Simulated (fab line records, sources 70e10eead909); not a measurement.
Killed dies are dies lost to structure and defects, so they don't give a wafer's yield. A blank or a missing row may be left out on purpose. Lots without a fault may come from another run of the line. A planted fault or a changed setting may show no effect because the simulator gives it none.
fab line records | flow nand_harc
record lots=11 wafers=33 last_day=35
route steps=1302 shown A_CONTACT@1084 END@1302
lots that met no fault: from a run of the same line without faults
start_h: hours from the record's first day to the start of the lot's first wafer shown | wait_h: hours since the lot's step before | " the same as in the row above | L1.1+2: a row that stands for several wafers | - no value, or no start given | * or withheld: withheld | < > ~ a bound
route shown NAME@n: a module of which the file shows steps, and the number in the route of the first | usual: mean/standard deviation of fault-free wafers | same: alike in all rows | chamber/n: place in a boat | sites: the reading at each site | _std_site: their standard deviation | _edge_site: outer sites' mean less inner sites' | radius_mm: how far each site lies from the wafer's centre | mask NAME#n: copy n | behind: the tool/chamber that last shaped the wafer | hold: why the lot was held/for how many hours/how that ended | device: the transistor (n, p or np) that didn't switch | end of line: the same wafers' tests at the end of the route | a step without rows: its recipe alone | killed: dies lost to structure and defects at the first sort, not the wafer's yield | map: a wafer's dies, x killed, . not, _ none there
set.NAME: the setting as run; set.NAME@STEP: as run at that earlier step | model.NAME: the simulator's own value behind a step, which no gauge read
steps of the route over a sample of lots; a table a step, a row a wafer
services: from which hour (start_h, from the record's first day; less than 0 if before it) a tool's chamber was out of use, for how many hours, and why
## steps
# step NHARC_A_CONTACT_ETCH_30
# recipe target_depth_a=726 time_s=36.3 cf4_flow_sccm=100 chf3_flow_sccm=30 ar_flow_sccm=0 rf_w=500 bias_w=200 chemistry=CF4/CHF3
# usual drypump_motor_current_A=5.8/0.51 oes_product_au=0.940/0.021 rf_fwd_power_W=493/3.4 rf_vpp_V=370.3/2.2 run_length_s=57.5/0.49 showerhead_plenum_p_Torr=1.56/0.058 throttle_valve_pct=16.802/0.0097
# columns lot.wafer tool chamber start_h wait_h drypump_motor_current_A oes_product_au rf_fwd_power_W rf_hours_counter_h rf_vpp_V run_length_s showerhead_plenum_p_Torr throttle_valve_pct
L575.3 rie_diel-01 2 - - 5.8 0.930 495 24 371.8 57.9 1.63 16.808
L575.2 " 3 " " 5.5 0.922 492 23 367.8 57.1 1.50 16.789
L575.6 " 0 " " 6.5 0.921 497 - 370.2 57.4 1.57 16.796
L580.2 rie_diel-01 3 - - 5.5 0.937 490 28 369.1 57.1 1.50 16.781
L580.1 " 0 " " 6.5 0.924 497 31 370.4 57.1 1.57 16.794
L580.4 " 3 " " 5.5 0.925 489 - 367.1 56.7 1.50 16.811
L578.3 rie_diel-01 0 - - 6.5 0.928 494 31 369.5 57.0 1.56 16.800
L578.6 " 0 " " 6.5 0.928 496 - 369.4 56.8 1.56 16.797
L578.4 " 1 " " 5.3 0.931 493 - 372.3 57.7 1.60 16.814
L581.4 rie_diel-04 2 - - 5.8 0.958 492 4 368.8 58.1 1.53 16.799
L581.5 " 2 " " 5.7 0.956 493 - 367.7 57.6 1.53 16.819
L581.6 " 3 " " 6.2 0.950 492 - 371.1 57.7 1.59 16.796
L583.4 rie_diel-01 1 - - 5.3 0.920 491 0 371.3 57.9 1.60 16.811
L583.2 " 3 " " 5.5 0.926 491 0 369.3 57.0 1.50 16.801
L583.1 " 0 " " 6.5 0.919 494 0 370.6 56.8 1.56 16.822
L584.4 rie_diel-04 3 - - 6.2 0.919 491 22 370.6 57.2 1.59 16.799
L584.2 " 0 " " 4.6 0.941 489 22 374.4 57.1 1.66 16.787
L584.3 " 1 " " 4.9 0.937 495 23 367.3 57.7 1.46 16.804
L585.1 rie_diel-01 2 - - 5.9 0.937 496 6 373.1 58.3 1.63 16.789
L585.3 " 0 " " 6.5 0.928 497 7 371.0 57.0 1.56 16.787
L585.5 " 0 " " 6.5 0.936 499 - 368.8 56.9 1.56 16.798
L586.3 rie_diel-04 0 - - 4.6 0.961 489 26 373.2 57.3 1.66 16.792
L586.2 " 1 " " 4.9 0.957 495 27 367.2 57.8 1.46 16.803
L586.6 " 2 " " 5.8 0.959 496 - 369.0 57.7 1.52 16.799
L590.2 rie_diel-01 0 - - 6.5 0.991 498 13 371.1 57.3 1.56 16.803
L590.3 " 1 " " 5.2 0.962 492 8 372.0 57.9 1.59 16.789
L590.1 " 3 " " 5.5 0.966 489 13 369.4 56.7 1.49 16.791
L592.4 rie_diel-01 1 - - 5.3 0.923 494 13 371.7 57.5 1.59 16.813
L592.3 " 3 " " 5.5 0.921 491 20 366.5 56.9 1.49 16.799
L592.6 " 2 " " 5.9 0.925 497 - 371.3 58.0 1.62 16.815
L598.2 rie_diel-07 3 - - 6.1 0.927 488 39 366.1 57.7 1.49 16.802
L598.3 " 2 " " 5.9 0.907 487 38 369.3 57.4 1.53 16.783
L598.5 " 2 " " 5.9 0.910 486 - 369.4 57.7 1.53 16.802
# step NHARC_A_CONTACT_ETCH_139
# recipe source_w=withheld pressure_mtorr=20 bias_v=400 time_s=195 target_depth_a=8400 ar_flow_sccm=withheld c4f8_flow_sccm=11.5 o2_flow_sccm=7.2 chemistry=C4F8/O2/Ar
# usual run_length_s=226.15/0.3
# columns lot.wafer tool chamber start_h wait_h rf_hours_counter_h run_length_s
L575.2 har_cap_etch-03 0 519.47 0.2 49 226.16
L575.3 " 1 " " - 225.87
L575.6 " 1 " " - 226.00
L580.1 har_cap_etch-03 1 536.67 0.2 54 225.88
L580.2 " 0 " " 54 226.04
L580.4 " 0 " " - 226.08
L578.4 har_cap_etch-02 1 538.05 0.2 - 226.01
L578.3 " 0 " " - 226.34
L578.6 " 1 " " - 225.91
L581.4 har_cap_etch-03 0 559.94 0.2 - 226.36
L581.5 " 0 " " - 226.24
L581.6 " 1 " " - 225.76
L583.1 har_cap_etch-03 1 573.05 0.2 58 225.73
L583.2 " 0 " " 58 226.62
L583.4 " 1 " " - 226.28
L584.2 har_cap_etch-01 0 605.82 0.2 21 226.03
L584.3 " 1 " " - 225.88
L584.4 " 0 " " - 225.99
L585.1 har_cap_etch-01 0 609.28 0.2 22 226.15
L585.3 " 1 " " - 225.98
L585.5 " 0 " " - 226.35
L586.2 har_cap_etch-01 0 619.40 0.2 23 226.01
L586.3 " 1 " " - 226.34
L586.6 " 0 " " - 226.18
L590.2 har_cap_etch-03 1 656.07 0.2 72 225.76
L590.1 " 0 " " 72 226.10
L590.3 " 1 " " - 226.11
L592.3 har_cap_etch-01 0 688.03 0.2 - 226.29
L592.4 " 1 " " - 226.14
L592.6 " 0 " " - 225.98
L598.2 har_cap_etch-03 0 768.92 0.2 93 226.10
L598.3 " 1 " " - 226.15
L598.5 " 0 " " - 226.34
# step NHARC_A_CONTACT_ETCH_98
# recipe target_depth_a=200 over_etch_frac=0.5 time_s=10 ion_energy_ev=250 c4f6_flow_sccm=25 o2_flow_sccm=20 ar_flow_sccm=500 rf_w=600 bias_w=500 chemistry=C4F6/O2
# usual c4f6_flow_sccm=25.01/0.073 drypump_motor_current_A=5.8/0.51 oes_product_au=0.964/0.022 rf_fwd_power_W=588/3.5 rf_vpp_V=546.6/2.8 run_length_s=30.9/0.42 showerhead_plenum_p_Torr=3.90/0.13 throttle_valve_pct=26.903/0.0097
# columns lot.wafer tool chamber start_h wait_h c4f6_flow_sccm drypump_motor_current_A oes_product_au rf_fwd_power_W rf_hours_counter_h rf_vpp_V run_length_s showerhead_plenum_p_Torr throttle_valve_pct
L575.2 rie_diel-01 3 520.16 - 24.96 5.5 0.955 586 23 544.9 30.4 3.74 26.911
L575.3 " 0 " " 24.97 6.5 0.948 590 26 545.9 30.5 3.91 26.907
L575.6 " 3 " " 24.78 5.5 0.954 586 - 541.6 31.1 3.74 26.915
L580.2 rie_diel-01 0 537.75 0.3 25.07 6.5 0.964 590 32 545.1 30.6 3.90 26.882
L580.1 " 1 " " 25.08 5.3 0.983 587 32 547.7 31.1 3.98 26.890
L580.4 " 0 " " 25.09 6.5 0.970 592 - 548.2 30.6 3.90 26.913
L578.3 rie_diel-01 0 538.91 0.3 24.91 6.5 0.960 592 32 545.2 30.5 3.90 26.910
L578.6 " 0 " " 24.97 6.5 0.963 594 - 546.2 30.4 3.90 26.904
L578.4 " 3 " " 25.10 5.5 0.972 587 - 542.8 30.2 3.74 26.907
L581.4 rie_diel-07 2 560.55 - 24.96 5.9 0.939 584 22 545.2 30.7 3.86 26.893
L581.5 " 1 " " 25.06 5.7 0.947 591 - 545.1 31.5 3.82 26.897
L581.6 " 2 " " 24.92 5.9 0.944 585 - 546.2 31.4 3.86 26.912
L583.2 rie_diel-01 0 573.75 - 24.88 6.5 0.935 590 1 546.4 30.6 3.90 26.892
L583.4 " 2 " " 24.92 5.8 0.962 591 1 550.6 31.5 4.06 26.891
L583.1 " 3 " " 24.85 5.5 0.941 585 1 543.7 30.4 3.73 26.903
L584.2 rie_diel-04 3 606.52 - 24.98 6.2 0.949 587 24 548.7 30.9 3.96 26.899
L584.4 " 0 " " 24.91 4.6 0.950 588 23 549.8 30.7 4.14 26.917
L584.3 " 2 " " 24.98 5.8 0.958 592 25 541.8 31.2 3.80 26.902
L585.3 rie_diel-01 3 610.01 0.1 24.99 5.5 0.962 587 7 542.7 30.2 3.73 26.905
L585.1 " 2 " " 25.08 5.9 0.951 588 7 548.5 31.4 4.05 26.899
L585.5 " 3 " " 24.94 5.5 0.960 582 - 541.7 30.2 3.73 26.925
L586.3 rie_diel-01 0 620.07 0.1 25.00 6.5 0.974 591 9 545.4 30.7 3.90 26.900
L586.2 " 2 " " 25.03 5.9 0.968 591 8 551.5 31.6 4.05 26.895
L586.6 " 0 " " 25.07 6.5 0.957 594 - 546.6 31.1 3.89 26.904
L590.3 rie_diel-01 2 656.76 - 24.96 5.9 0.954 590 13 550.9 31.5 4.05 26.903
L590.2 " 3 " " 25.01 5.5 0.944 584 14 542.7 30.3 3.73 26.906
L590.1 " 0 " " 25.04 6.5 0.945 - 14 546.9 27.1 3.89 26.909
L592.4 rie_diel-01 3 688.64 - 25.03 5.5 0.953 581 20 543.4 30.6 3.72 26.895
L592.3 " 1 " " 24.92 5.3 0.945 585 13 547.3 31.1 3.97 26.916
L592.6 " 0 " " 24.92 6.5 0.960 - - 547.0 27.6 3.89 26.925
L598.3 rie_diel-04 1 769.65 0.1 25.04 5.0 0.947 590 24 552.3 31.3 4.21 26.906
L598.2 " 0 " " 25.03 4.6 0.953 589 21 551.5 30.6 4.10 26.933
L598.5 " 3 " " 25.10 6.2 0.955 585 - 547.2 31.0 3.93 26.916
# step NHARC_A_CONTACT_CMP_20
# recipe t_overpolish_s=30 target_thk_nm=300
# usual motor_current_A=11.4/0.79 overpolish_run_s=30.000/0.0093 time_to_endpoint_s=59.3/2.4
# columns lot.wafer tool chamber start_h wait_h motor_current_A overpolish_run_s time_to_endpoint_s
L575.2 cmp-02 1 522.29 0.8 11.2 30.000 57.3
L575.3 " 0 " " 12.4 30.008 57.1
L575.6 " 1 " " 11.4 29.985 57.5
L580.2 cmp-04 3 539.98 0.8 11.3 30.009 65.0
L580.1 " 0 " " 12.3 30.005 57.4
L580.4 " 1 " " 12.7 29.992 63.0
L578.3 cmp-03 2 542.19 0.6 11.3 30.000 56.4
L578.4 " 3 " " 11.6 29.991 60.2
L578.6 " 0 " " 10.3 30.011 58.8
L581.4 cmp-04 3 562.71 0.6 12.5 29.999 62.7
L581.6 " 1 " " 12.1 29.985 62.7
L581.5 " 2 " " 12.0 30.012 63.3
L583.1 cmp-03 2 575.90 0.7 11.2 29.996 57.4
L583.4 " 3 " " 12.4 29.987 57.3
L583.2 " 0 " " 9.6 30.005 58.7
L584.2 cmp-03 2 608.81 0.8 11.0 29.995 58.2
L584.3 " 3 " " 12.0 30.001 63.5
L584.4 " 0 " " 10.2 29.998 62.3
L585.3 cmp-02 2 612.24 0.5 11.1 29.992 55.5
L585.1 " 0 " " 13.0 30.003 56.0
L585.5 " 2 " " 10.9 30.015 54.4
L586.2 cmp-04 1 622.33 0.8 12.4 30.017 62.3
L586.3 " 2 " " 12.3 29.987 58.8
L586.6 " 2 " " 12.0 29.992 61.9
L590.1 cmp-02 1 658.90 0.8 11.1 30.014 58.1
L590.3 " 2 " " 10.3 29.996 56.1
L590.2 " 3 " " 11.5 30.005 60.4
L592.3 cmp-03 1 690.77 0.4 10.3 30.002 59.3
L592.4 " 2 " " 10.7 29.999 59.6
L592.6 " 0 " " 10.1 29.979 59.0
L598.3 cmp-02 0 771.83 0.5 12.6 30.012 59.5
L598.2 " 1 " " 11.2 30.002 58.6
L598.5 " 3 " " 11.7 29.992 60.4
# step NHARC_END_SORT_01
# recipe temp_c=25
# usual killed_at_array=44/16 killed_at_other=0.6/1.1 killed_at_periphery=3.9/2.6 killed_dies=48/16 killed_open=3.1/1.9 killed_short=2.4/1.8
# same gross_dies=677
# columns lot.wafer tool chamber start_h wait_h killed_at_array killed_at_other killed_at_periphery killed_dies killed_open killed_short
L590.1 prober-01 0 704.10 2.5 175 1 8 184 3 2
L590.2 prober-01 0 704.90 2.8 36 0 6 42 2 1
L590.3 prober-01 0 705.71 3.1 25 0 3 28 0 0
L592.3 prober-02 0 736.39 3.1 42 0 4 46 4 3
L592.4 prober-02 0 737.19 3.4 40 0 1 41 0 2
L592.6 prober-02 0 738.79 4.0 276 0 2 278 2 4
# killed by level:class
L590.1 A_CONTACT:area_etch=143 A_SLIT:chamber_film_flake=18 A_CHANNEL_HOLE_D1:chamber_film_flake=6 P_CONTACT:chamber_film_flake=4 A_M0:geometric_particle:open=2 A_CONTACT:chamber_film_flake=2 P_CONTACT:geometric_particle:open=1 P_M1:geometric_particle:short=1
L590.2 A_SLIT:chamber_film_flake=22 P_CONTACT:chamber_film_flake=6 A_CHANNEL_HOLE_D1:chamber_film_flake=4 A_CONTACT:chamber_film_flake=3 A_STAIRCASE:chamber_film_flake=2 A_SOURCE_PLATE:geometric_particle:open=1 A_ONON_D2:geometric_particle:short=1 A_SGD_CUT:geometric_particle:open=1
L590.3 A_SLIT:chamber_film_flake=13 A_CHANNEL_FILL_D2:chamber_film_flake=4 A_CHANNEL_HOLE_D1:chamber_film_flake=3 A_DECK1_JOINT:chamber_film_flake=2 P_CONTACT:chamber_film_flake=2 P_STI:chamber_film_flake=1 A_ZERO_WELL:chamber_film_flake=1 A_STAIRCASE:chamber_film_flake=1
L592.3 A_SLIT:chamber_film_flake=16 A_CONTACT:chamber_film_flake=9 A_STAIRCASE:chamber_film_flake=7 A_CHANNEL_HOLE_D1:chamber_film_flake=4 P_STI:chamber_film_flake=2 P_STI:geometric_particle:short=1 P_M0:geometric_particle:open=1 A_CHANNEL_FILL_D1:geometric_particle:open=1
L592.4 A_SLIT:chamber_film_flake=17 A_STAIRCASE:chamber_film_flake=6 A_CONTACT:chamber_film_flake=6 A_CHANNEL_HOLE_D1:chamber_film_flake=4 A_DECK1_JOINT:chamber_film_flake=2 A_WL_FILL:chamber_film_flake=2 A_CHANNEL_HOLE_D2:geometric_particle:short=1 A_M0:geometric_particle:short=1
L592.6 A_CONTACT:area_etch=247 A_SLIT:chamber_film_flake=15 A_CHANNEL_HOLE_D1:chamber_film_flake=3 A_STAIRCASE:chamber_film_flake=3 A_CONTACT:chamber_film_flake=3 A_ONON_D2:geometric_particle:short=2 P_STI:geometric_particle:short=1 P_CONTACT:geometric_particle:short=1
## services
# columns tool chamber start_h hours kind
har_cap_etch-01 - 497.00 17.0 pm
cmp-03 - 499.05 3.6 repair
cmp-03 - 513.95 4.0 pm
cmp-02 - 526.58 4.0 pm
rie_diel-04 - 532.41 9.0 pm
rie_diel-01 - 558.11 9.0 pm
cmp-03 - 564.43 0.8 repair
cmp-02 - 578.83 1.8 repair
rie_diel-01 3 601.55 3.7 repair
rie_diel-01 1 604.61 18.3 repair
cmp-02 - 607.43 3.9 repair
cmp-03 - 611.95 4.0 pm
cmp-02 - 624.58 4.0 pm
rie_diel-04 1 655.38 4.3 repair
cmp-03 - 668.02 0.5 repair
rie_diel-04 2 669.20 17.9 repair
rie_diel-04 0 703.71 5.1 repair
rie_diel-04 - 709.41 9.0 pm
cmp-03 - 709.95 4.0 pm
cmp-02 - 721.63 4.1 repair
cmp-02 - 725.74 4.0 pm
rie_diel-01 - 735.11 9.0 pm
rie_diel-01 - 753.80 0.9 repair
rie_diel-04 2 768.33 16.5 repair
## key
first_sign step=NHARC_A_CONTACT_ETCH_98 reading=run_length_s direction=down sigmas=8.5 usual=* struck=*
effect step=NHARC_END_SORT_01 reading=killed_at_array direction=up sigmas=11 usual=44 struck=226
more_kills_born_at NHARC_A_CONTACT_ETCH_98@rie_diel-01=390
met_at NHARC_A_CONTACT_ETCH_98
struck_lots L590,L592
struck_wafers L590.1,L592.6
tester_left_out L590,L592
not_acting_at NHARC_A_CONTACT_ETCH_30,NHARC_A_CONTACT_ETCH_139,NHARC_A_CONTACT_CMP_20
onset_between 620.07 656.76
fault kind=process_parameter_drift tool=rie_diel-01 chamber=0 onset_h=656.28 steps=NHARC_A_CONTACT_ETCH_98 channel=time_s offset=* shape=step end_h=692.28 acts_in=* stated=*
# tester_left_out: of these lots the tester's yield and bins aren't shown, on N5 and GAA mostly nor the transistor test; their killed dies are dies lost to structure and defects alone, not to doping, threshold or leakage, so they don't give the yield
